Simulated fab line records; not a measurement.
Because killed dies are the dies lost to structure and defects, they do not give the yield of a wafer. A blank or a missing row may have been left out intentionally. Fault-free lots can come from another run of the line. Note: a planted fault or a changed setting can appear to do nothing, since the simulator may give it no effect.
fab line records	flow nand-harc
record: lots: 12	wafers: 36	last-day: 33
route steps=1302 shown A_CONTACT@1099 A_BLC@1123 END@1302
lots that met no fault: taken from a fault-free run of the same line
start-h: hours from the record's first day to the start of the lot's first wafer shown	wait-h: hours from the lot's prior step to this one	" repeats the value in the row above	L1.1+2: a single row standing in for several wafers	- no value present, or no start provided	* or withheld: withheld	< > ~ a bound
route shown NAME@n: NAME is a module with steps in the file, n the number in the route of the first one	usual: average and standard deviation across the fault-free wafers	same: alike in all rows	chamber/n: place in a boat	sites: per-site readings	_std_site: how widely they spread, as a standard deviation	_edge_site: outer sites' mean less inner sites'	radius-mm: for every site, how far away it sits from the centre of the wafer	mask NAME#n: copy n	behind: the last tool/chamber to shape the wafer	hold: cause of the lot's hold/its duration in hours/its outcome	device: which transistor (n, p or np) failed to switch	end of line: tests of these same wafers at the route's end	where a step has no rows: the recipe by itself	killed: dies lost to structure and defects at the first sort, not the wafer's yield	map: dies across one wafer; x = killed, . = not, _ = none there
set.NAME: the run value of the setting; set.NAME@STEP: its run value at that earlier step	model.NAME: the simulator's own value behind a step, which no gauge read
steps of the route over a sample of lots; a table a step, a row a wafer
services: when a tool's chamber went out of use (start-h, in hours from the record's first day, below 0 if earlier), for how many hours, and the reason
== steps ==
step: NHARC_A_CONTACT_STRIP_26
recipe: o2-flow-sccm: 500	ar-flow-sccm: 0	bias-w: 0	chemistry: O2
usual: chamber-pressure-mTorr: 60.00/0.055	drypump-motor-current-A: 5.7/0.58	o2-flow-sccm: 499.9/1.5	oes-product-au: 1.001/0.014	rf-vpp-V: 57.7/0.94	showerhead-plenum-p-Torr: 3.49/0.11	throttle-valve-pct: 17.036/0.0093
same: bias-w: 0
lot.wafer	tool	chamber	start-h	wait-h	chamber-pressure-mTorr	drypump-motor-current-A	o2-flow-sccm	oes-product-au	rf-hours-counter-h	rf-vpp-V	showerhead-plenum-p-Torr	throttle-valve-pct
L869.1	rie-diel-06	3	-	-	60.06	6.5	500.7	1.016	3	57.3	3.60	17.042
L869.2	"	2	"	"	60.09	5.6	499.1	0.998	3	58.3	3.34	17.035
L869.5	"	0	"	"	60.02	5.0	501.3	1.006	-	56.7	3.50	17.037
L873.4	rie-diel-06	1	-	-	59.96	6.3	499.2	1.002	11	58.4	3.69	17.037
L873.6	"	2	"	"	60.01	5.6	500.1	0.985	-	55.5	3.33	17.036
L873.5	"	3	"	"	59.98	6.5	499.4	1.007	-	57.3	3.59	17.022
L877.4	rie-diel-06	0	-	-	59.96	5.0	500.2	0.992	17	57.0	3.49	17.047
L877.2	"	2	"	"	60.06	5.6	502.2	1.000	16	57.7	3.33	17.033
L877.6	"	0	"	"	60.04	5.0	499.9	0.995	-	58.9	3.49	17.048
L876.2	rie-diel-01	1	-	-	59.94	4.8	497.5	1.008	4	58.1	3.46	17.051
L876.4	"	2	"	"	60.01	5.2	503.2	1.002	6	56.8	3.49	17.037
L876.5	"	1	"	"	60.03	4.8	498.3	0.987	-	56.9	3.46	17.028
L879.2	rie-diel-01	2	-	-	60.02	5.3	500.0	0.986	14	57.4	3.49	17.044
L879.1	"	3	"	"	59.97	5.6	499.4	1.037	16	57.5	3.43	17.048
L879.3	"	0	"	"	59.97	6.3	499.9	1.021	14	57.2	3.37	17.029
L881.2	rie-diel-06	1	-	-	59.96	6.2	499.0	0.992	26	56.9	3.68	17.038
L881.4	"	2	"	"	59.93	5.6	500.0	0.990	23	59.6	3.33	17.048
L881.6	"	1	"	"	59.92	6.2	497.7	0.995	-	60.0	3.68	17.030
L883.3	rie-diel-06	3	-	-	59.98	6.5	499.0	1.007	32	57.5	3.58	17.036
L883.5	"	2	"	"	60.05	5.6	499.4	0.982	-	56.8	3.32	17.035
L883.6	"	3	"	"	60.03	6.5	500.7	1.005	-	58.6	3.58	17.040
L884.2	rie-diel-13	0	-	-	59.99	5.4	498.3	0.999	48	56.4	3.51	17.030
L884.4	"	1	"	"	59.91	5.6	499.3	1.006	38	54.7	3.39	17.045
L884.5	"	3	"	"	59.92	6.3	500.6	0.993	-	57.0	3.44	17.038
L886.3	rie-diel-01	2	-	-	60.14	5.2	497.9	0.977	38	56.1	3.48	17.032
L886.2	"	3	"	"	59.98	5.6	498.9	1.039	38	57.9	3.42	17.037
L886.6	"	0	"	"	59.99	6.3	501.6	1.013	-	60.2	3.36	17.055
L885.3	rie-diel-06	1	-	-	60.02	6.2	501.2	0.994	3	58.2	3.67	17.034
L885.1	"	2	"	"	60.00	5.6	499.6	1.009	3	56.6	3.32	17.036
L885.2	"	0	"	"	60.01	5.0	499.8	0.990	3	58.1	3.48	17.039
L888.3	rie-diel-06	3	-	-	60.02	6.5	500.8	0.995	5	57.3	3.58	17.042
L888.6	"	1	"	"	60.06	6.3	498.3	0.996	-	58.5	3.67	17.037
L888.5	"	2	"	"	59.98	5.6	499.7	1.001	-	58.4	3.32	17.041
L892.4	rie-diel-06	0	-	-	59.99	5.0	500.5	0.981	15	58.7	3.48	17.044
L892.3	"	1	"	"	60.05	6.3	499.4	0.993	15	57.1	3.67	17.041
L892.1	"	2	"	"	60.02	5.6	500.3	1.003	16	57.3	3.31	17.048
step: NHARC_A_CONTACT_CMP_20
recipe: t-overpolish-s: 30	target-thk-nm: 300
usual: motor-current-A: 11.9/1.2	overpolish-run-s: 30.001/0.0092	time-to-endpoint-s: 61/5.1
lot.wafer	tool	chamber	start-h	wait-h	motor-current-A	overpolish-run-s	time-to-endpoint-s
L869.2	cmp-04	1	511.17	0.8	10.1	30.004	50
L869.1	"	3	"	"	11.6	29.997	55
L869.5	"	1	"	"	10.3	29.991	51
L873.4	cmp-01	1	560.99	0.4	12.3	30.003	68
L873.6	"	1	"	"	12.8	30.000	66
L873.5	"	2	"	"	10.8	30.002	58
L877.2	cmp-03	1	582.42	0.7	13.1	30.016	65
L877.4	"	2	"	"	13.7	29.998	62
L877.6	"	1	"	"	13.8	30.008	64
L876.2	cmp-03	0	586.44	1.2	11.8	29.993	56
L876.4	"	1	"	"	13.4	30.002	61
L876.5	"	3	"	"	11.3	30.003	65
L879.3	cmp-03	1	612.65	0.4	13.9	30.004	67
L879.2	"	2	"	"	14.4	29.996	66
L879.1	"	0	"	"	12.6	29.995	61
L881.4	cmp-04	1	631.18	0.6	9.6	29.987	47
L881.2	"	2	"	"	10.8	30.003	60
L881.6	"	3	"	"	12.1	30.003	55
L883.3	cmp-04	0	660.29	0.6	11.6	30.019	66
L883.6	"	3	"	"	11.0	30.015	60
L883.5	"	0	"	"	11.8	29.999	64
L884.4	cmp-04	1	662.58	0.4	10.1	29.993	50
L884.2	"	2	"	"	11.2	30.009	60
L884.5	"	2	"	"	11.3	29.989	61
L886.2	cmp-04	1	682.83	0.6	9.9	29.999	58
L886.3	"	3	"	"	11.3	29.989	58
L886.6	"	1	"	"	9.8	29.998	57
L885.1	cmp-03	3	683.02	0.8	11.5	29.992	64
L885.2	"	0	"	"	12.9	29.993	58
L885.3	"	1	"	"	12.6	29.997	63
L888.3	cmp-03	2	700.00	0.6	13.4	29.998	65
L888.5	"	0	"	"	12.8	29.997	58
L888.6	"	1	"	"	13.8	30.008	66
L892.1	cmp-01	2	754.32	0.7	11.2	30.025	61
L892.4	"	3	"	"	11.4	30.010	60
L892.3	"	0	"	"	13.5	30.006	63
step: NHARC_A_BLC_ETCH_18
recipe: target-depth-a: 9100	c4f8-flow-sccm: 20	o2-flow-sccm: 10	ar-flow-sccm: withheld	rf-w: 600	bias-w: 1500	chemistry: C4F8/O2/Ar
usual: oes-product-au: 0.952/0.025	rf-vpp-V: 975/5.2
lot.wafer	tool	chamber	start-h	wait-h	oes-product-au	rf-hours-counter-h	rf-vpp-V
L869.2	rie-diel-09	3	-	-	0.972	1	974
L869.1	"	1	"	"	0.980	1	986
L869.5	"	0	"	"	1.005	-	970
L873.4	rie-diel-03	1	-	-	0.924	7	981
L873.5	"	1	"	"	0.935	-	981
L873.6	"	2	"	"	0.937	-	968
L877.2	rie-diel-03	3	-	-	0.931	10	979
L877.4	"	0	"	"	0.936	10	971
L877.6	"	2	"	"	0.939	-	970
L876.2	rie-diel-09	1	-	-	0.923	4	985
L876.4	"	2	"	"	0.941	4	975
L876.5	"	3	"	"	0.930	-	973
L879.2	rie-diel-09	3	-	-	0.984	7	974
L879.3	"	0	"	"	0.978	7	971
L879.1	"	1	"	"	0.957	6	985
L881.2	rie-diel-09	3	-	-	0.954	7	974
L881.6	"	0	"	"	0.959	-	969
L881.4	"	1	"	"	0.953	-	986
L883.3	rie-diel-09	3	-	-	0.924	10	973
L883.6	"	1	"	"	0.931	-	986
L883.5	"	0	"	"	0.923	-	969
L884.2	rie-diel-09	0	-	-	0.975	11	970
L884.5	"	1	"	"	0.966	-	985
L884.4	"	0	"	"	0.959	-	970
L886.2	rie-diel-09	1	-	-	0.986	0	985
L886.3	"	2	"	"	0.998	0	974
L886.6	"	3	"	"	0.964	-	974
L885.2	rie-diel-07	2	-	-	0.963	7	973
L885.1	"	3	"	"	0.961	10	976
L885.3	"	0	"	"	0.925	9	983
L888.3	rie-diel-09	2	-	-	0.976	1	974
L888.5	"	1	"	"	0.979	-	985
L888.6	"	2	"	"	0.973	-	975
L892.1	rie-diel-03	3	-	-	0.932	9	978
L892.3	"	0	"	"	0.907	9	972
L892.4	"	2	"	"	0.932	-	970
step: NHARC_A_BLC_STRIP_29
recipe: cf4-flow-sccm: 150	ar-flow-sccm: 0	bias-w: 0	chemistry: CF4
usual: bias-w: 0/0	cf4-flow-sccm: 150.0/0.43	drypump-motor-current-A: 6.0/0.39	oes-product-au: 1.002/0.014	rf-vpp-V: 59.3/0.93	showerhead-plenum-p-Torr: 1.74/0.059	throttle-valve-pct: 13.284/0.009
lot.wafer	tool	chamber	start-h	wait-h	bias-w	cf4-flow-sccm	drypump-motor-current-A	oes-product-au	rf-hours-counter-h	rf-vpp-V	showerhead-plenum-p-Torr	throttle-valve-pct
L869.1	rie-diel-03	1	513.31	0.1	0	150.0	6.7	1.008	3	59.8	1.79	13.284
L869.2	"	3	"	"	0	149.9	6.2	0.987	4	59.2	1.76	13.286
L869.5	"	1	"	"	0	149.6	6.7	1.008	-	57.9	1.79	13.277
L873.4	rie-diel-09	3	563.15	0.1	-	-	-	-	-	-	-	-
L873.6	"	1	"	"	-	-	-	-	-	-	-	-
L873.5	"	2	"	"	-	-	-	-	-	-	-	-
L877.4	rie-diel-03	2	584.55	0.1	-	-	-	-	-	-	-	-
L877.2	"	3	"	"	-	-	-	-	-	-	-	-
L877.6	"	1	"	"	-	-	-	-	-	-	-	-
L876.2	rie-diel-03	0	588.55	0.1	-	-	-	-	-	-	-	-
L876.4	"	1	"	"	-	-	-	-	-	-	-	-
L876.5	"	2	"	"	-	-	-	-	-	-	-	-
L879.3	rie-diel-03	3	614.66	0.1	0	149.7	6.2	0.987	12	60.6	1.76	13.274
L879.2	"	0	"	"	0	149.5	5.7	1.001	12	58.8	1.68	13.284
L879.1	"	1	"	"	0	150.6	6.7	0.984	11	59.6	1.79	13.275
L881.2	rie-diel-03	1	633.36	0.1	0	149.8	6.7	0.987	14	59.6	1.79	13.280
L881.4	"	2	"	"	0	149.8	5.9	1.013	13	59.8	1.67	13.282
L881.6	"	3	"	"	0	150.2	6.2	0.980	-	59.6	1.76	13.282
L883.3	rie-diel-07	2	662.50	0.1	0	150.0	6.2	1.014	0	57.8	1.71	13.271
L883.6	"	3	"	"	0	149.4	5.0	0.994	-	59.6	1.74	13.286
L883.5	"	0	"	"	0	150.3	5.5	0.975	-	60.3	1.82	13.279
L884.2	rie-diel-03	3	664.90	0.1	0	150.4	6.2	0.995	1	59.7	1.76	13.286
L884.4	"	1	"	"	0	150.4	6.6	0.987	1	59.3	1.79	13.293
L884.5	"	3	"	"	0	150.8	6.2	1.001	-	60.0	1.76	13.303
L886.2	rie-diel-03	1	684.85	0.1	0	149.5	6.6	0.995	4	59.9	1.79	13.281
L886.3	"	2	"	"	0	149.9	5.9	1.020	4	60.1	1.67	13.289
L886.6	"	0	"	"	0	149.9	5.7	0.996	-	57.9	1.67	13.286
L885.1	rie-diel-07	0	685.15	0.1	0	150.3	5.6	0.968	9	58.8	1.82	13.287
L885.3	"	1	"	"	0	149.5	6.2	1.013	7	61.7	1.79	13.280
L885.2	"	2	"	"	0	150.0	6.2	0.987	7	58.5	1.71	13.282
L888.3	rie-diel-09	0	702.32	0.1	0	150.7	6.0	1.031	2	59.1	1.66	13.277
L888.6	"	2	"	"	0	149.6	6.0	1.018	-	59.2	1.72	13.277
L888.5	"	0	"	"	0	150.9	6.0	1.033	-	59.3	1.66	13.291
L892.3	rie-diel-03	2	756.62	0.1	0	149.7	5.9	1.026	10	58.2	1.67	13.305
L892.1	"	0	"	"	0	149.8	5.7	1.000	9	58.6	1.67	13.281
L892.4	"	2	"	"	0	149.7	5.9	1.026	-	60.1	1.67	13.267
step: NHARC_END_SORT_01
recipe: temp-c: 25
usual: killed-at-array: 55/17	killed-at-other: 0.9/1.2	killed-at-periphery: 3.7/2.5	killed-dies: 59/18	killed-open: 3.4/1.9	killed-short: 2.6/1.6
same: gross-dies: 677
lot.wafer	tool	chamber	start-h	wait-h	killed-at-array	killed-at-other	killed-at-periphery	killed-dies	killed-open	killed-short
L877.4	prober-02	0	645.98	3.4	31	1	3	35	2	1
L877.6	prober-02	0	647.57	4.0	25	3	0	28	4	1
L881.2	prober-02	0	678.98	2.8	63	0	0	63	2	3
killed by level:class
L877.4 A_CHANNEL_HOLE_D2:chamber-film-flake=14 A_BONDPAD:chamber-film-flake=5 A_CHANNEL_HOLE_D1:chamber-film-flake=3 A_CHANNEL_FILL_D2:chamber-film-flake=3 P_M2:chamber-film-flake=2 A_STAIRCASE:chamber-film-flake=2 A_CONTACT:chamber-film-flake=2 P_STI:geometric-particle:open=1
L877.6 A_CHANNEL_HOLE_D2:chamber-film-flake=10 THIN_TSV:chamber-film-flake=3 A_CHANNEL_HOLE_D1:chamber-film-flake=2 A_CHANNEL_FILL_D2:chamber-film-flake=2 A_STAIRCASE:chamber-film-flake=2 A_SLIT:chamber-film-flake=2 A_BONDPAD:chamber-film-flake=2 A_ONON_D1:geometric-particle:short=1
L881.2 A_CHANNEL_HOLE_D1:chamber-film-flake=32 A_CHANNEL_HOLE_D2:chamber-film-flake=12 A_SGD_CUT:chamber-film-flake=7 A_STAIRCASE:chamber-film-flake=4 A_ONON_D2:geometric-particle:short=1 A_CHANNEL_FILL_D2:geometric-particle:short=1 A_CHANNEL_FILL_D2:geometric-particle:open=1 A_SGD_CUT:geometric-particle:open=1
== services ==
tool	chamber	start-h	hours	kind
rie-diel-09	-	491.30	1.5	repair
rie-diel-09	-	497.31	9.0	pm
cmp-04	-	503.08	4.0	pm
rie-diel-09	-	517.32	0.3	repair
rie-diel-09	3	533.60	1.4	repair
cmp-03	-	541.63	3.1	repair
cmp-03	-	554.37	4.0	pm
cmp-04	-	574.04	0.9	repair
rie-diel-06	2	586.16	8.3	repair
cmp-04	-	597.14	0.9	repair
cmp-04	-	601.08	4.0	pm
rie-diel-03	3	614.82	6.3	repair
rie-diel-09	2	624.18	10.4	repair
cmp-03	-	624.30	2.3	repair
rie-diel-03	-	635.30	9.0	pm
cmp-03	-	638.98	0.4	repair
rie-diel-09	2	644.35	24.0	repair
cmp-03	-	652.37	4.0	pm
rie-diel-06	-	661.24	9.0	pm
rie-diel-09	-	674.31	9.0	pm
cmp-04	-	691.07	0.7	repair
rie-diel-09	3	695.57	12.7	repair
rie-diel-03	0	702.93	3.4	repair
rie-diel-03	1	754.22	4.2	repair
== key ==
first-sign: step: NHARC_A_BLC_STRIP_29	reading: tool-record	direction: missing
effect none on later readings
met-at NHARC_A_BLC_STRIP_29
struck-lots L873,L876,L877
tester-left-out L873,L876,L877
not-acting-at NHARC_A_CONTACT_STRIP_26,NHARC_A_CONTACT_CMP_20,NHARC_A_BLC_ETCH_18
onset-between 513.31 563.15
fault: kind: skipped-step-whole	tool: rie-diel-03,rie-diel-09	chamber: -	onset-h: 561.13	steps: NHARC_A_BLC_STRIP_29	scope: struck-lots-only
tester-left-out: of these lots the tester's yield and bins aren't shown, on N5 and GAA mostly nor the transistor test; their killed dies are dies lost to structure and defects alone, not to doping, threshold or leakage, so they don't give the yield
